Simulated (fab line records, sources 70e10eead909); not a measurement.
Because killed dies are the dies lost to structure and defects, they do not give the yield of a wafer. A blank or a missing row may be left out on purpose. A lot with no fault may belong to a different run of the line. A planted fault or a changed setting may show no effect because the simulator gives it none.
fab line records | flow nand_harc
record lots=13 | wafers=37 | last_day=33
route steps=1302 shown A_DECK1_JOINT@530 A_ONON_D2@557 END@1302
lots with no fault: from the same line, run without faults
start_h: hours from the record's opening day to when the first of the lot's shown wafers began | wait_h: how many hours have passed since the lot's step before this one | " as in the row above | L1.1+2: one row covering several wafers at once | - either no value or no given start | * or withheld: withheld | < > ~ a bound
route shown NAME@n: a module of which the file shows steps, and the number in the route of the first | usual: the fault-free wafers' mean and standard deviation | same: alike in all rows | chamber/n: place in a boat | sites: each site's reading | _std_site: standard deviation across them | _edge_site: mean of outer sites minus mean of inner sites | radius_mm: for every site, how far away it sits from the centre of the wafer | mask NAME#n: copy n | behind: the last tool/chamber to shape the wafer | hold: the reason the lot was held/the length of the hold in hours/how it ended | device: the transistor (n, p or np) that didn't switch | end of line: the tests these same wafers got at the end of their route | a step without rows: its recipe alone | killed: dies lost to structure and defects at the first sort, not the wafer's yield | map: per-die view of a wafer (x killed, . not killed, _ where there is no die)
set.NAME: the setting that was run; set.NAME@STEP: the one run at that earlier step | model.NAME: the simulator's own value behind a step, which no gauge read
the route's steps for a sample of lots (tables are steps, rows are wafers)
services: when a tool's chamber went out of use (start_h, in hours from the record's first day, below 0 if earlier), for how many hours, and the reason
## steps
# step NHARC_A_DECK1_JOINT_ETCHBACK_00
# recipe target_depth_a=300 | time_s=17.4 | hbr_flow_sccm=150 | rf_w=350 | icp_w=350 | bias_w=60 | chemistry=HBr
# usual drypump_motor_current_A=5.9/0.61 | oes_product_au=1.000/0.0092 | throttle_valve_pct=23.266/0.0086
# same time_s=17.4
lot.wafer | tool      | chamber | start_h | wait_h | drypump_motor_current_A | oes_product_au | rf_hours_counter_h | throttle_valve_pct
L438.4    | rie_si-02 | 0       | 254.18  | 0.1    | 5.6                     | 1.013          | 0.9                | 23.254
L438.2    | "         | 1       | "       | "      | 4.9                     | 1.005          | 0.9                | 23.268
L438.6    | "         | 2       | "       | "      | 6.7                     | 1.009          | -                  | 23.255
L440.3    | rie_si-03 | 1       | 266.71  | 0.1    | 5.2                     | 1.009          | 0.2                | 23.274
L440.2    | "         | 3       | "       | "      | 5.2                     | 1.007          | 0.3                | 23.270
L440.5    | "         | 1       | "       | "      | 5.2                     | 1.013          | -                  | 23.270
L439.2    | rie_si-02 | 2       | 266.71  | 0.1    | 6.7                     | 1.001          | 1.1                | 23.271
L439.4    | "         | 1       | "       | "      | 4.9                     | 1.012          | 1.0                | 23.268
L439.6    | "         | 3       | "       | "      | 6.7                     | 1.008          | -                  | 23.250
L441.3    | rie_si-05 | 3       | 279.91  | 0.1    | 6.3                     | 0.997          | 1.0                | 23.274
L441.4    | "         | 1       | "       | "      | 5.4                     | 0.982          | 1.1                | 23.273
L441.1    | "         | 2       | "       | "      | 6.4                     | 0.999          | 0.8                | 23.272
L447.2    | rie_si-03 | 1       | 337.70  | 0.1    | 5.2                     | 1.013          | 0.7                | 23.277
L447.4    | "         | 0       | "       | "      | 6.6                     | 0.988          | 0.7                | 23.261
L447.5    | "         | 1       | "       | "      | 5.2                     | 1.007          | -                  | 23.255
L448.1    | rie_si-02 | 3       | 352.49  | 0.1    | 6.7                     | 1.003          | 0.5                | 23.268
L448.3    | "         | 1       | "       | "      | 4.9                     | 1.001          | 0.5                | 23.270
L448.6    | "         | 3       | "       | "      | 6.6                     | 1.008          | -                  | 23.278
L449.1    | rie_si-03 | 0       | 352.50  | 0.1    | 6.6                     | 0.985          | 0.8                | 23.277
L449.2    | "         | 1       | "       | "      | 5.2                     | 1.007          | 0.8                | 23.255
L449.6    | "         | 2       | "       | "      | 5.8                     | 0.995          | -                  | 23.267
L450.4    | rie_si-05 | 3       | 365.44  | 0.1    | 6.3                     | 1.003          | 0.3                | 23.270
L450.6    | "         | 0       | "       | "      | 6.0                     | 1.009          | -                  | 23.254
L450.5    | "         | 1       | "       | "      | 5.4                     | 0.992          | -                  | 23.264
L453.2    | rie_si-05 | 0       | 404.67  | 0.1    | 6.0                     | 0.997          | 0.5                | 23.261
L453.4    | "         | 2       | "       | "      | 6.4                     | 1.013          | 0.6                | 23.263
L457.3    | rie_si-03 | 1       | 438.25  | 0.1    | 5.2                     | 1.003          | 0.1                | 23.256
L457.4    | "         | 3       | "       | "      | 5.2                     | 0.998          | 0.2                | 23.272
L458.3    | rie_si-02 | 0       | 453.98  | 0.1    | 5.6                     | 1.006          | 1.1                | 23.280
L458.5    | "         | 3       | "       | "      | 6.6                     | 0.996          | -                  | 23.266
L458.6    | "         | 0       | "       | "      | 5.5                     | 1.012          | -                  | 23.272
L459.1    | rie_si-05 | 2       | 458.15  | 0.1    | 6.4                     | 1.001          | 0.9                | 23.267
L459.2    | "         | 1       | "       | "      | 5.4                     | 0.995          | 0.9                | 23.256
L459.6    | "         | 3       | "       | "      | 6.4                     | 1.006          | -                  | 23.264
L460.2    | rie_si-02 | 3       | 473.16  | 0.1    | 6.6                     | 1.014          | 0.0                | 23.261
L460.6    | "         | 0       | "       | "      | 5.5                     | 1.000          | -                  | 23.276
L460.5    | "         | 1       | "       | "      | 4.9                     | 1.005          | -                  | 23.279
# step NHARC_A_ONON_D2_THK_MEAS_18
# recipe thk_meas_gauge=ellipsometry
# usual thk_nm=999/7.4
lot.wafer | tool          | chamber | start_h | wait_h | thk_nm
L438.2    | film_metro-02 | -       | 287.34  | -      | 1005
L438.4    | "             | -       | "       | "      | 1003
L438.6    | "             | -       | "       | "      | 1004
L439.2    | film_metro-02 | -       | 298.05  | -      | 994
L439.4    | "             | -       | "       | "      | 996
L439.6    | "             | -       | "       | "      | 994
L440.2    | film_metro-01 | -       | 298.08  | -      | 1007
L440.3    | "             | -       | "       | "      | 1005
L440.5    | "             | -       | "       | "      | 1007
L441.1    | film_metro-02 | -       | 315.69  | -      | 998
L441.3    | "             | -       | "       | "      | 998
L441.4    | "             | -       | "       | "      | 999
L447.2    | film_metro-02 | -       | 373.64  | -      | 998
L447.4    | "             | -       | "       | "      | 997
L447.5    | "             | -       | "       | "      | 998
L448.1    | film_metro-02 | -       | 389.35  | -      | 1003
L448.3    | "             | -       | "       | "      | 1004
L448.6    | "             | -       | "       | "      | 1002
L449.1    | film_metro-01 | -       | 389.36  | -      | 995
L449.2    | "             | -       | "       | "      | 996
L449.6    | "             | -       | "       | "      | 998
L450.4    | film_metro-02 | -       | 403.79  | -      | 993
L450.5    | "             | -       | "       | "      | 993
L450.6    | "             | -       | "       | "      | 992
L453.2    | film_metro-02 | -       | 441.75  | -      | 1000
L453.4    | "             | -       | "       | "      | 999
L457.3    | film_metro-02 | -       | 476.28  | -      | 1000
L457.4    | "             | -       | "       | "      | 999
L459.1    | film_metro-02 | -       | 494.06  | -      | 995
L459.2    | "             | -       | "       | "      | 997
L459.6    | "             | -       | "       | "      | 996
L458.3    | film_metro-01 | -       | 494.06  | -      | 992
L458.5    | "             | -       | "       | "      | 991
L458.6    | "             | -       | "       | "      | 990
L460.2    | film_metro-02 | -       | 506.68  | -      | 988
L460.5    | "             | -       | "       | "      | 987
L460.6    | "             | -       | "       | "      | 988
# step NHARC_A_ONON_D2_DEP_28
# recipe target_thk_a=10000 | n2_flow_sccm=2750 | n2o_flow_sccm=2000 | nh3_flow_sccm=500 | sih4_flow_sccm=210 | temp_c=400
# usual susceptor_temp_C=400.00/0.22
lot.wafer | tool          | chamber | start_h | wait_h | susceptor_temp_C
L438.2    | pecvd_onon-02 | 0       | 289.37  | 0.1    | 399.75
L438.4    | "             | 0       | "       | "      | 400.07
L438.6    | "             | 0       | "       | "      | 399.76
L439.2    | pecvd_onon-04 | 0       | 299.85  | 0.1    | 399.82
L439.4    | "             | 0       | "       | "      | 399.72
L439.6    | "             | 0       | "       | "      | 399.79
L440.2    | pecvd_onon-03 | 0       | 299.91  | 0.1    | 399.98
L440.3    | "             | 0       | "       | "      | 399.76
L440.5    | "             | 0       | "       | "      | 399.78
L441.1    | pecvd_onon-03 | 0       | 317.45  | 0.1    | 399.98
L441.3    | "             | 0       | "       | "      | 400.02
L441.4    | "             | 0       | "       | "      | 400.08
L447.2    | pecvd_onon-04 | 0       | 375.45  | 0.1    | 399.81
L447.4    | "             | 0       | "       | "      | 400.01
L447.5    | "             | 0       | "       | "      | 399.72
L448.1    | pecvd_onon-04 | 0       | 391.10  | 0.1    | 400.10
L448.3    | "             | 0       | "       | "      | 399.94
L448.6    | "             | 0       | "       | "      | 400.12
L449.1    | pecvd_onon-03 | 0       | 391.11  | 0.1    | 400.14
L449.2    | "             | 0       | "       | "      | 400.01
L449.6    | "             | 0       | "       | "      | 400.03
L450.4    | pecvd_onon-02 | 0       | 405.72  | 0.2    | 399.71
L450.5    | "             | 0       | "       | "      | 399.98
L450.6    | "             | 0       | "       | "      | 399.98
L453.2    | pecvd_onon-04 | 0       | 443.59  | 0.1    | 399.99
L453.4    | "             | 0       | "       | "      | 400.08
L457.3    | pecvd_onon-04 | 0       | 478.15  | 0.2    | 399.83
L457.4    | "             | 0       | "       | "      | 400.17
L459.1    | pecvd_onon-02 | 0       | 495.84  | 0.1    | 399.86
L459.2    | "             | 0       | "       | "      | 400.11
L459.6    | "             | 0       | "       | "      | 400.18
L458.3    | pecvd_onon-03 | 0       | 495.93  | 0.2    | 400.06
L458.5    | "             | 0       | "       | "      | 399.76
L458.6    | "             | 0       | "       | "      | 400.07
L460.2    | pecvd_onon-02 | 0       | 508.50  | 0.1    | 399.70
L460.5    | "             | 0       | "       | "      | 400.09
L460.6    | "             | 0       | "       | "      | 399.53
# step NHARC_A_ONON_D2_THK_MEAS_30
# recipe thk_meas_gauge=ellipsometry
# usual thk_nm=1001/5.5
lot.wafer | tool          | chamber | start_h | wait_h | thk_nm
L438.2    | film_metro-02 | -       | 289.82  | -      | 1003
L438.4    | "             | -       | "       | "      | 1003
L438.6    | "             | -       | "       | "      | 1003
L439.2    | film_metro-01 | -       | 300.31  | -      | 1002
L439.4    | "             | -       | "       | "      | 1002
L439.6    | "             | -       | "       | "      | 1004
L440.2    | film_metro-02 | -       | 300.37  | -      | 991
L440.3    | "             | -       | "       | "      | 992
L440.5    | "             | -       | "       | "      | 992
L441.1    | film_metro-01 | -       | 317.96  | -      | 1000
L441.3    | "             | -       | "       | "      | 997
L441.4    | "             | -       | "       | "      | 999
L447.2    | film_metro-01 | -       | 375.91  | -      | 1007
L447.4    | "             | -       | "       | "      | 1006
L447.5    | "             | -       | "       | "      | 1006
L448.1    | film_metro-01 | -       | 391.61  | -      | 1002
L448.3    | "             | -       | "       | "      | 1003
L448.6    | "             | -       | "       | "      | 1004
L449.1    | film_metro-02 | -       | 391.62  | -      | 1000
L449.2    | "             | -       | "       | "      | 999
L449.6    | "             | -       | "       | "      | 1000
L450.4    | film_metro-01 | -       | 406.06  | -      | 996
L450.5    | "             | -       | "       | "      | 996
L450.6    | "             | -       | "       | "      | 997
L453.2    | film_metro-01 | -       | 444.04  | -      | 741
L453.4    | "             | -       | "       | "      | 741
L457.3    | film_metro-02 | -       | 478.55  | -      | 1009
L457.4    | "             | -       | "       | "      | 754
L458.3    | film_metro-01 | -       | 496.32  | -      | 1001
L458.5    | "             | -       | "       | "      | 1001
L458.6    | "             | -       | "       | "      | 1002
L459.1    | film_metro-02 | -       | 496.35  | -      | 998
L459.2    | "             | -       | "       | "      | 1000
L459.6    | "             | -       | "       | "      | 998
L460.2    | film_metro-01 | -       | 508.95  | -      | 997
L460.5    | "             | -       | "       | "      | 1000
L460.6    | "             | -       | "       | "      | 998
# step NHARC_A_ONON_D2_INSPECT_32
# usual raw_defect_count=420/170
lot.wafer | tool              | chamber | start_h | wait_h | raw_defect_count
L438.2    | defect_inspect-02 | -       | 290.38  | 0.0    | 365
L438.4    | "                 | -       | "       | "      | 286
L438.6    | "                 | -       | "       | "      | 285
L439.2    | defect_inspect-01 | -       | 300.87  | 0.0    | 342
L439.4    | "                 | -       | "       | "      | 454
L439.6    | "                 | -       | "       | "      | 349
L440.2    | defect_inspect-02 | -       | 300.91  | 0.0    | 379
L440.3    | "                 | -       | "       | "      | 561
L440.5    | "                 | -       | "       | "      | 360
L441.1    | defect_inspect-02 | -       | 318.51  | 0.0    | 574
L441.3    | "                 | -       | "       | "      | 465
L441.4    | "                 | -       | "       | "      | 288
L447.2    | defect_inspect-02 | -       | 376.45  | 0.0    | 741
L447.4    | "                 | -       | "       | "      | 579
L447.5    | "                 | -       | "       | "      | 931
L448.1    | defect_inspect-01 | -       | 392.15  | 0.0    | 606
L448.3    | "                 | -       | "       | "      | 814
L448.6    | "                 | -       | "       | "      | 567
L449.1    | defect_inspect-02 | -       | 392.16  | 0.0    | 235
L449.2    | "                 | -       | "       | "      | 403
L449.6    | "                 | -       | "       | "      | 184
L450.4    | defect_inspect-02 | -       | 406.62  | 0.0    | 518
L450.5    | "                 | -       | "       | "      | 303
L450.6    | "                 | -       | "       | "      | 429
L453.2    | defect_inspect-02 | -       | 444.57  | 0.0    | 418
L453.4    | "                 | -       | "       | "      | 329
L457.3    | defect_inspect-01 | -       | 479.10  | 0.0    | 191
L457.4    | "                 | -       | "       | "      | 255
L458.3    | defect_inspect-02 | -       | 496.86  | 0.0    | 236
L458.5    | "                 | -       | "       | "      | 275
L458.6    | "                 | -       | "       | "      | 643
L459.1    | defect_inspect-01 | -       | 497.05  | 0.0    | 698
L459.2    | "                 | -       | "       | "      | 779
L459.6    | "                 | -       | "       | "      | 389
L460.2    | defect_inspect-01 | -       | 509.73  | 0.0    | 376
L460.5    | "                 | -       | "       | "      | 301
L460.6    | "                 | -       | "       | "      | 382
# step NHARC_END_SORT_01
# recipe temp_c=25
# usual killed_at_array=55/12 | killed_at_other=1.0/1.2 | killed_at_periphery=3.9/2.6 | killed_dies=60/12 | killed_open=3.3/1.9 | killed_short=2.5/1.8
# same gross_dies=677
lot.wafer | tool      | chamber | start_h | wait_h | killed_at_array | killed_at_other | killed_at_periphery | killed_dies | killed_open | killed_short
L449.1    | prober-01 | 0       | 664.15  | 2.5    | 46              | 1               | 9                   | 56          | 4           | 8
L449.2    | prober-01 | 0       | 664.96  | 2.8    | 42              | 2               | 4                   | 48          | 1           | 3
L449.6    | prober-01 | 0       | 668.17  | 4.0    | 45              | 2               | 2                   | 49          | 6           | 3
L448.1    | prober-02 | 0       | 670.36  | 2.5    | 47              | 1               | 2                   | 50          | 2           | 2
L448.3    | prober-02 | 0       | 671.97  | 3.1    | 55              | 2               | 2                   | 59          | 1           | 3
L448.6    | prober-02 | 0       | 674.38  | 4.0    | 57              | 1               | 2                   | 60          | 2           | 3
L453.2    | prober-01 | 0       | 724.87  | 2.8    | 668             | 6               | 3                   | 677         | 4           | 4
L453.4    | prober-01 | 0       | 726.45  | 3.4    | 673             | 3               | 1                   | 677         | 0           | 2
L457.3    | prober-02 | 0       | 746.71  | 3.1    | 38              | 0               | 0                   | 38          | 3           | 2
L457.4    | prober-02 | 0       | 747.53  | 3.5    | 671             | 0               | 6                   | 677         | 3           | 6
# killed by level:class
L449.1 A_SLIT:chamber_film_flake=24 A_CHANNEL_HOLE_D1:chamber_film_flake=8 A_CHANNEL_HOLE_D2:chamber_film_flake=3 A_ONON_D1:geometric_particle:short=2 A_CHANNEL_FILL_D1:geometric_particle:short=2 P_ZERO_WELL:chamber_film_flake=2 P_M0:geometric_particle:short=1 P_M1:geometric_particle:short=1
L449.2 A_SLIT:chamber_film_flake=30 A_CHANNEL_HOLE_D1:chamber_film_flake=6 P_STI:chamber_film_flake=2 A_CONTACT:chamber_film_flake=2 P_M1:geometric_particle:short=1 A_SGD_CUT:geometric_particle:short=1 A_WL_FILL:geometric_particle:open=1 THIN_TSV:geometric_particle:short=1
L449.6 A_SLIT:chamber_film_flake=29 A_CHANNEL_HOLE_D1:chamber_film_flake=4 THIN_TSV:chamber_film_flake=2 P_M1:geometric_particle:open=1 A_ONON_D1:geometric_particle:open=1 A_ONON_D1:geometric_particle:short=1 A_CHANNEL_FILL_D1:geometric_particle:open=1 A_DECK1_JOINT:geometric_particle:short=1
L448.1 A_CHANNEL_HOLE_D1:chamber_film_flake=27 A_CHANNEL_HOLE_D2:chamber_film_flake=12 A_CONTACT:chamber_film_flake=5 P_CONTACT:geometric_particle:open=1 A_CHANNEL_HOLE_D2:geometric_particle:open=1 A_CHANNEL_FILL_D2:geometric_particle:short=1 STARTING-WAFER:geometric_particle:short=1 P_STI:chamber_film_flake=1
L448.3 A_CHANNEL_HOLE_D1:chamber_film_flake=26 A_CHANNEL_HOLE_D2:chamber_film_flake=17 A_CONTACT:chamber_film_flake=4 A_SLIT:chamber_film_flake=3 P_M0:geometric_particle:open=1 A_SOURCE_PLATE:geometric_particle:short=1 A_WL_FILL:geometric_particle:short=1 A_M1:geometric_particle:short=1
L448.6 A_CHANNEL_HOLE_D1:chamber_film_flake=26 A_CHANNEL_HOLE_D2:chamber_film_flake=18 A_SLIT:chamber_film_flake=3 A_CONTACT:chamber_film_flake=3 A_ZERO_WELL:chamber_film_flake=2 P_CONTACT:geometric_particle:open=1 A_CHANNEL_FILL_D2:geometric_particle:open=1 A_CHANNEL_FILL_D2:geometric_particle:short=1
L453.2 A_ONON_D2:area_dep=602 A_SLIT:chamber_film_flake=30 A_CHANNEL_HOLE_D1:chamber_film_flake=24 THIN_TSV:chamber_film_flake=6 A_WL_FILL:chamber_film_flake=3 A_CONTACT:chamber_film_flake=2 P_ZERO_WELL:geometric_particle:short=1 P_M0:geometric_particle:open=1
L453.4 A_ONON_D2:area_dep=607 A_SLIT:chamber_film_flake=32 A_CHANNEL_HOLE_D1:chamber_film_flake=30 THIN_TSV:chamber_film_flake=3 A_SOURCE_PLATE:geometric_particle:short=1 A_DECK1_JOINT:geometric_particle:short=1 P_GATE:chamber_film_flake=1 A_DECK1_JOINT:chamber_film_flake=1
L457.3 A_CHANNEL_HOLE_D1:chamber_film_flake=10 A_CONTACT:chamber_film_flake=9 A_STAIRCASE:chamber_film_flake=4 A_SLIT:chamber_film_flake=4 A_ZERO_WELL:chamber_film_flake=2 A_WL_FILL:chamber_film_flake=2 A_CHANNEL_FILL_D1:geometric_particle:open=1 A_DECK1_JOINT:geometric_particle:open=1
L457.4 A_ONON_D2:area_dep=633 A_CHANNEL_HOLE_D1:chamber_film_flake=13 A_CONTACT:chamber_film_flake=10 A_SLIT:chamber_film_flake=4 P_GATE:geometric_particle:short=3 A_STAIRCASE:chamber_film_flake=3 A_DECK1_JOINT:chamber_film_flake=2 A_WL_FILL:chamber_film_flake=2
## services
tool          | chamber | start_h | hours | kind
rie_si-05     | -       | 259.23  | 0.6   | repair
rie_si-03     | 2       | 275.77  | 2.8   | repair
rie_si-02     | -       | 277.00  | 9.0   | pm
rie_si-02     | 0       | 277.00  | 9.0   | vent_cycle
rie_si-02     | 1       | 277.00  | 9.0   | vent_cycle
rie_si-02     | 2       | 277.00  | 9.0   | vent_cycle
rie_si-02     | 3       | 277.00  | 9.0   | vent_cycle
rie_si-02     | 0       | 286.00  | -     | clean
rie_si-02     | 1       | 286.00  | -     | clean
rie_si-02     | 2       | 286.00  | -     | clean
rie_si-02     | 3       | 286.00  | -     | clean
rie_si-05     | -       | 305.00  | 9.0   | pm
pecvd_onon-04 | -       | 311.52  | 13.0  | pm
pecvd_onon-02 | -       | 366.03  | 13.0  | pm
rie_si-03     | -       | 398.00  | 9.0   | pm
pecvd_onon-03 | -       | 408.00  | 13.0  | pm
rie_si-03     | 2       | 431.40  | 4.6   | repair
rie_si-02     | 1       | 454.05  | 9.0   | vent_cycle
rie_si-03     | 1       | 461.82  | 10.9  | repair
rie_si-03     | 3       | 467.36  | 1.0   | repair
rie_si-02     | 0       | 473.58  | 10.3  | repair
pecvd_onon-04 | -       | 481.16  | 3.3   | repair
rie_si-05     | -       | 482.00  | 9.0   | pm
pecvd_onon-04 | -       | 492.52  | 13.0  | pm
## key
first_sign step=NHARC_A_ONON_D2_THK_MEAS_30 | reading=thk_nm | direction=down | sigmas=46 | usual=1001 | struck=745
effect step=NHARC_END_SORT_01 | reading=killed_dies | direction=up | sigmas=52 | usual=60 | struck=677
more_kills_born_at NHARC_A_ONON_D2_DEP_28@pecvd_onon-04=1842
met_at NHARC_A_ONON_D2_DEP_28
struck_lots L453,L457
struck_wafers L453.2,L453.4,L457.4
later_rows_left_out L453.2,L453.4,L457.4
tester_left_out L453,L457
not_acting_at NHARC_A_DECK1_JOINT_ETCHBACK_00,NHARC_A_ONON_D2_THK_MEAS_18,NHARC_A_ONON_D2_INSPECT_32
onset_between 391.10 443.59
fault kind=process_parameter_drift | tool=pecvd_onon-04 | chamber=- | onset_h=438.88 | steps=NHARC_A_ONON_D2_DEP_28 | channel=target_thk_a | offset=* | shape=step | end_h=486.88 | scope=struck_wafers_only | acts_in=* | stated=*
# tester_left_out: of these lots the tester's yield and bins aren't shown, on N5 and GAA mostly nor the transistor test; their killed dies are dies lost to structure and defects alone, not to doping, threshold or leakage, so they don't give the yield
# later_rows_left_out: the simulator's readings of these wafers behind a module that went badly wrong aren't trusted and aren't shown, but for the sort
